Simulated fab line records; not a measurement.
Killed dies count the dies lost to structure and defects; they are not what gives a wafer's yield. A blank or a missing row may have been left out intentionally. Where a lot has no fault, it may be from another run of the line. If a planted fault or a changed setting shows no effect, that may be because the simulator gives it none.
fab line records	flow nand_harc
record: lots: 12	wafers: 36	last_day: 24
route steps=1159 shown A_CONTACT@917 THIN_TSV@1132 END@1159
lots untouched by any fault: they come from a run of this same line in which no faults occurred
start_h: start of the lot's first displayed wafer, in hours after the record's first day	wait_h: hours from the lot's prior step to this one	" identical to the entry in the row above	L1.1+2: several wafers, shown together as one row	- no value present, or no start provided	* or withheld: withheld	< > ~ a bound
route shown NAME@n: names a module that has steps shown in the file, with the first one's number in the route	usual: the fault-free wafers' mean and standard deviation	same: alike in all rows	chamber/n: place in a boat	sites: the reading at each site	_std_site: standard deviation across them	_edge_site: mean of outer sites minus mean of inner sites	radius_mm: for every site, how far away it sits from the centre of the wafer	mask NAME#n: copy n	behind: the most recent tool/chamber to have shaped the wafer	hold: the reason the lot was held/the length of the hold in hours/how it ended	device: the transistor (n, p or np) that didn't switch	end of line: tests run on the same wafers once the route is complete	a step with no rows: only its recipe	killed: dies that structure and defects cost at the first sort, which is not the same as the wafer's yield	map: a wafer's dies, marking killed ones x, the rest . and places with no die _
set.NAME: the setting the step ran with; set.NAME@STEP: the setting that earlier step ran with	model.NAME: the simulator's own value behind a step, which no gauge read
the route's steps for a sample of lots (tables are steps, rows are wafers)
services: the hour from which a tool's chamber was out of use, counted from the record's first day as start_h (under 0 if before that day), plus the number of hours and why
== steps ==
step: NHARC_A_CONTACT_STRIP_103
recipe: n2_flow_sccm: 150	h2_flow_sccm: 150	ar_flow_sccm: 0	bias_w: 0	chemistry: N2/H2
lot.wafer	tool	chamber	start_h	wait_h
L115.2+3+1	rie_diel-03	3,0,1	378.47	0.1
L118.3+2+5	rie_diel-02	2,3,3	381.10	0.1
L122.3+5+6	rie_diel-11	2,3,0	417.67	0.1
L123.4+1+5	rie_diel-11	2,3,3	433.20	0.1
L128.3+5+6	rie_diel-02	2,2,0	441.28	0.1
L127.3+1+2	rie_diel-02	2,3,0	450.18	0.1
L126.2+3+5	rie_diel-11	0,2,3	451.02	0.1
L129.3+5+6	rie_diel-03	0,2,3	473.30	0.1
L131.1+4+5	rie_diel-03	3,0,1	484.44	0.1
L135.2+3+4	rie_diel-02	2,3,1	503.79	0.1
L136.3+6+5	rie_diel-03	2,3,0	514.53	0.2
L138.3+2+1	rie_diel-02	1,3,0	518.37	0.1
step: NHARC_THIN_TSV_ANNEAL_52
recipe: temp_c: 225	time_s: 90
usual: wafer_temp_C_max: 226.0/0.32
lot.wafer	tool	chamber	start_h	wait_h	wafer_temp_C_max
L115.1	rtp_anneal-02	0	428.29	0.7	226.1
L115.2	"	0	"	"	226.6
L115.3	"	0	"	"	226.4
L118.2	rtp_anneal-02	0	429.63	0.6	226.4
L118.3	"	0	"	"	226.2
L118.5	"	0	"	"	226.1
L122.3	rtp_anneal-01	0	471.07	0.4	226.0
L122.5	"	0	"	"	225.7
L122.6	"	0	"	"	225.8
L123.1	rtp_anneal-01	0	480.49	0.5	225.7
L123.4	"	0	"	"	225.9
L123.5	"	0	"	"	225.5
L128.3	rtp_anneal-02	0	484.50	0.5	226.8
L128.5	"	0	"	"	226.2
L128.6	"	0	"	"	226.8
L126.2	rtp_anneal-02	0	501.05	0.7	226.2
L126.3	"	0	"	"	226.3
L126.5	"	0	"	"	226.2
L127.1	rtp_anneal-01	0	502.06	0.5	226.1
L127.2	"	0	"	"	225.9
L127.3	"	0	"	"	226.2
L129.3	rtp_anneal-01	0	525.16	0.4	225.7
L129.5	"	0	"	"	226.3
L129.6	"	0	"	"	226.0
L131.1	rtp_anneal-01	0	539.91	0.5	225.7
L131.4	"	0	"	"	225.5
L131.5	"	0	"	"	225.7
L135.2	rtp_anneal-01	0	547.36	0.7	225.9
L135.3	"	0	"	"	225.9
L135.4	"	0	"	"	225.6
L136.3	rtp_anneal-01	0	564.61	0.4	225.9
L136.5	"	0	"	"	225.8
L136.6	"	0	"	"	225.9
L138.1	rtp_anneal-01	0	567.21	0.5	225.8
L138.2	"	0	"	"	226.1
L138.3	"	0	"	"	225.9
step: NHARC_THIN_TSV_DEGAS_53
recipe: temp_c: 300	time_s: 60
usual: heater_power_w: 473/45
lot.wafer	tool	chamber	start_h	wait_h	heater_power_w
L115.2	pvd_sputter-03	-	429.10	0.1	538
L115.1	"	-	"	"	442
L115.3	"	-	"	"	460
L118.2	pvd_sputter-03	-	430.39	0.1	526
L118.3	"	-	"	"	534
L118.5	"	-	"	"	536
L122.3	pvd_sputter-01	-	471.79	0.1	431
L122.5	"	-	"	"	422
L122.6	"	-	"	"	473
L123.1	pvd_sputter-01	-	481.30	0.1	478
L123.4	"	-	"	"	426
L123.5	"	-	"	"	409
L128.3	pvd_sputter-02	-	485.21	0.1	547
L128.5	"	-	"	"	565
L128.6	"	-	"	"	439
L126.3	pvd_sputter-02	-	501.80	0.1	505
L126.2	"	-	"	"	430
L126.5	"	-	"	"	421
L127.3	pvd_sputter-01	-	502.87	0.1	421
L127.2	"	-	"	"	483
L127.1	"	-	"	"	418
L129.3	pvd_sputter-02	-	525.88	0.1	435
L129.5	"	-	"	"	422
L129.6	"	-	"	"	559
L131.4	pvd_sputter-03	-	540.71	0.1	522
L131.1	"	-	"	"	529
L131.5	"	-	"	"	510
L135.2	pvd_sputter-03	-	548.11	0.1	469
L135.4	"	-	"	"	527
L135.3	"	-	"	"	520
L136.3	pvd_sputter-02	-	565.34	0.1	502
L136.6	"	-	"	"	429
L136.5	"	-	"	"	499
L138.3	pvd_sputter-02	-	568.02	0.1	505
L138.2	"	-	"	"	428
L138.1	"	-	"	"	544
step: NHARC_THIN_TSV_ETCH_59
recipe: target_depth_a: 8800	icp_w: 900	bias_w: 100	Cl2_flow_sccm: 60	bcl3_flow_sccm: 30	time_s: 138.1	chemistry: Cl2/BCl3
usual: drypump_motor_current_A: 5.93/0.24	oes_product_au: 0.999/0.0071	throttle_valve_pct: 22.265/0.0092
lot.wafer	tool	chamber	start_h	wait_h	drypump_motor_current_A	oes_product_au	rf_hours_counter_h	throttle_valve_pct
L115.2	rie_metal-02	1	430.53	0.1	5.41	1.005	0.8	22.271
L115.1	"	0	"	"	6.33	0.998	0.8	22.259
L115.3	"	1	"	"	5.39	1.007	-	22.264
L118.2	rie_metal-03	1	431.73	0.1	6.04	0.989	4.0	22.267
L118.3	"	0	"	"	5.87	1.018	-	22.247
L118.5	"	0	"	"	5.86	1.008	-	22.255
L122.3	rie_metal-01	1	473.47	0.2	6.02	1.007	-	22.257
L122.6	"	0	"	"	5.92	1.007	-	22.270
L122.5	"	1	"	"	6.00	0.992	-	22.271
L123.1	rie_metal-01	0	482.59	0.1	5.93	0.997	4.5	22.266
L123.4	"	0	"	"	5.95	1.002	-	22.251
L123.5	"	0	"	"	5.92	1.004	-	22.261
L128.3	rie_metal-01	1	486.71	0.2	6.02	1.004	-	22.269
L128.5	"	1	"	"	6.01	1.007	-	22.274
L128.6	"	0	"	"	5.88	1.000	-	22.254
L126.2	rie_metal-01	0	503.14	0.1	5.91	0.999	5.5	22.264
L126.3	"	1	"	"	6.04	1.009	-	22.265
L126.5	"	0	"	"	5.85	0.997	-	22.266
L127.2	rie_metal-02	1	504.18	0.1	5.42	0.986	2.3	22.262
L127.1	"	0	"	"	6.36	0.999	2.3	22.258
L127.3	"	1	"	"	5.41	0.994	-	22.256
L129.3	rie_metal-02	0	527.27	0.2	6.31	0.993	-	22.275
L129.6	"	1	"	"	5.43	0.987	-	22.273
L129.5	"	0	"	"	6.34	0.995	-	22.272
L131.1	rie_metal-03	1	542.14	0.1	6.03	0.994	2.5	22.268
L131.4	"	0	"	"	5.83	0.998	-	22.263
L131.5	"	0	"	"	5.85	0.994	-	22.279
L135.2	rie_metal-01	0	549.59	0.1	5.80	0.995	0.9	22.259
L135.4	"	0	"	"	5.87	0.997	-	22.271
L135.3	"	1	"	"	6.02	0.995	-	22.272
L136.3	rie_metal-03	0	566.86	0.2	5.86	0.998	-	22.277
L136.6	"	1	"	"	6.00	0.995	-	22.254
L136.5	"	0	"	"	5.85	0.989	-	22.261
L138.2	rie_metal-01	0	569.31	0.1	5.87	0.997	1.5	22.265
L138.1	"	1	"	"	6.02	1.005	1.5	22.273
L138.3	"	1	"	"	6.02	0.996	-	22.260
step: NHARC_END_SORT_01
recipe: temp_c: 25
usual: killed_at_array: 26/10	killed_at_other: 0.5/0.87	killed_at_periphery: 3.0/2.5	killed_dies: 29/11	killed_open: 3.3/1.9	killed_short: 1.8/1.5
same: gross_dies: 677
lot.wafer	tool	chamber	start_h	wait_h	killed_at_array	killed_at_other	killed_at_periphery	killed_dies	killed_open	killed_short
L123.1	prober-02	0	491.31	2.5	23	0	2	25	1	6
L123.4	prober-02	0	493.73	3.4	67	0	0	67	4	2
L123.5	prober-02	0	494.53	3.7	19	0	2	21	3	1
L126.2	prober-01	0	512.30	2.8	15	1	5	21	4	1
L126.3	prober-01	0	513.09	3.1	61	0	3	64	3	0
L126.5	prober-01	0	514.68	3.7	23	1	3	27	7	3
L129.3	prober-02	0	535.81	3.1	40	1	2	43	5	2
L129.5	prober-02	0	537.38	3.6	26	0	3	29	4	2
L129.6	prober-02	0	538.17	3.9	34	0	6	40	5	4
killed by level:class
L123.1 A_CHANNEL_HOLE_D1:chamber_film_flake=13 A_CONTACT:chamber_film_flake=3 A_CHANNEL_FILL_D1:geometric_particle:short=2 P_STI:geometric_particle:short=1 P_CONTACT:geometric_particle:short=1 A_WL_FILL:geometric_particle:short=1 A_CONTACT:geometric_particle:open=1 A_CONTACT:geometric_particle:short=1
L123.4 A_CONTACT:unspecified=40 A_CHANNEL_HOLE_D1:chamber_film_flake=17 A_M0:geometric_particle:open=2 A_CONTACT:chamber_film_flake=2 A_CHANNEL_FILL_D1:geometric_particle:open=1 A_WL_FILL:geometric_particle:short=1 A_CONTACT:geometric_particle:open=1 A_CONTACT:geometric_particle:short=1
L123.5 A_CHANNEL_HOLE_D1:chamber_film_flake=14 A_WL_FILL:geometric_particle:open=2 P_M0:geometric_particle:open=1 A_SGD_CUT:geometric_particle:short=1 P_STI:chamber_film_flake=1 A_CONTACT:chamber_film_flake=1 A_BONDPAD:chamber_film_flake=1
L126.2 A_SLIT:chamber_film_flake=7 A_CHANNEL_HOLE_D1:chamber_film_flake=3 A_STAIRCASE:chamber_film_flake=2 P_GATE:geometric_particle:open=1 P_CONTACT:geometric_particle:open=1 P_M0:geometric_particle:open=1 A_CONTACT:geometric_particle:open=1 A_BLC:geometric_particle:short=1
L126.3 A_CONTACT:unspecified=39 A_SLIT:chamber_film_flake=11 A_CONTACT:chamber_film_flake=4 A_CHANNEL_HOLE_D1:chamber_film_flake=3 A_STAIRCASE:chamber_film_flake=3 P_GATE:geometric_particle:open=1 P_CONTACT:geometric_particle:open=1 A_CONTACT:geometric_particle:open=1
L126.5 A_SLIT:chamber_film_flake=12 A_CONTACT:geometric_particle:open=2 A_BLC:geometric_particle:open=2 A_CONTACT:chamber_film_flake=2 P_CONTACT:geometric_particle:open=1 P_M0:geometric_particle:short=1 P_M2:geometric_particle:open=1 A_CHANNEL_FILL_D1:geometric_particle:short=1
L129.3 A_CHANNEL_HOLE_D1:chamber_film_flake=27 A_CONTACT:geometric_particle:open=4 A_WL_FILL:chamber_film_flake=2 A_CONTACT:chamber_film_flake=2 A_CHANNEL_FILL_D1:geometric_particle:short=1 A_CHANNEL_FILL_D1:geometric_particle:open=1 P_STI:chamber_film_flake=1 P_M0:chamber_film_flake=1
L129.5 A_CHANNEL_HOLE_D1:chamber_film_flake=14 A_STAIRCASE:chamber_film_flake=3 A_WL_FILL:geometric_particle:open=2 P_GATE:chamber_film_flake=2 A_CONTACT:chamber_film_flake=2 A_ONON_D1:geometric_particle:open=1 A_ONON_D1:geometric_particle:short=1 A_CHANNEL_HOLE_D1:geometric_particle:short=1
L129.6 A_CHANNEL_HOLE_D1:chamber_film_flake=19 A_STAIRCASE:chamber_film_flake=6 P_GATE:chamber_film_flake=3 A_WL_FILL:geometric_particle:short=2 A_CONTACT:chamber_film_flake=2 P_CONTACT:geometric_particle:open=1 P_M1:geometric_particle:short=1 A_ONON_D1:geometric_particle:open=1
== services ==
tool	chamber	start_h	hours	kind
rie_diel-11	-	355.38	0.4	repair
rie_diel-11	1	361.75	2.5	repair
rie_diel-11	-	366.50	9.0	pm
pvd_sputter-01	-	368.83	10.0	pm
pvd_sputter-03	-	370.71	28.2	repair
rie_metal-02	-	388.00	9.0	pm
rie_diel-03	-	392.47	9.0	pm
pvd_sputter-02	-	393.43	10.0	pm
rie_diel-02	-	406.24	0.3	repair
pvd_sputter-02	-	420.11	0.6	repair
rie_diel-02	1	428.88	15.5	repair
pvd_sputter-02	-	446.17	0.8	repair
rie_metal-03	-	453.00	9.0	pm
pvd_sputter-03	-	458.00	10.0	pm
rie_metal-01	1	465.39	4.4	repair
pvd_sputter-02	-	467.44	6.9	repair
rie_diel-02	-	506.18	9.0	pm
pvd_sputter-02	-	507.50	2.0	repair
rie_metal-01	-	509.00	9.0	pm
rie_diel-02	2	517.49	2.4	repair
rie_diel-02	-	533.20	0.6	repair
pvd_sputter-02	-	547.36	4.1	repair
rie_diel-03	2	551.30	4.7	repair
rie_metal-01	0	553.00	7.8	repair
== key ==
first_sign: step: NHARC_END_SORT_01	reading: killed_at_array	direction: up	sigmas: 3.8	usual: 26	struck: 64
effect: step: NHARC_END_SORT_01	reading: killed_dies	direction: up	sigmas: 3.4	usual: 29	struck: 66
more_kills_born_at: NHARC_A_CONTACT_STRIP_103@rie_diel-11: 77
met_at NHARC_A_CONTACT_STRIP_103
struck_lots L123,L126
struck_wafers L123.4,L126.3
tester_left_out L123,L126
not_acting_at NHARC_THIN_TSV_ANNEAL_52,NHARC_THIN_TSV_DEGAS_53,NHARC_THIN_TSV_ETCH_59
onset_between 417.67 433.20
fault: kind: chamber_particle_source	tool: rie_diel-11	chamber: 2	onset_h: 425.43	steps: NHARC_A_CONTACT_STRIP_103	rate_per_visit_cm2: 1.4042	end_h: 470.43
tester_left_out: of these lots the tester's yield and bins aren't shown, on N5 and GAA mostly nor the transistor test; their killed dies are dies lost to structure and defects alone, not to doping, threshold or leakage, so they don't give the yield
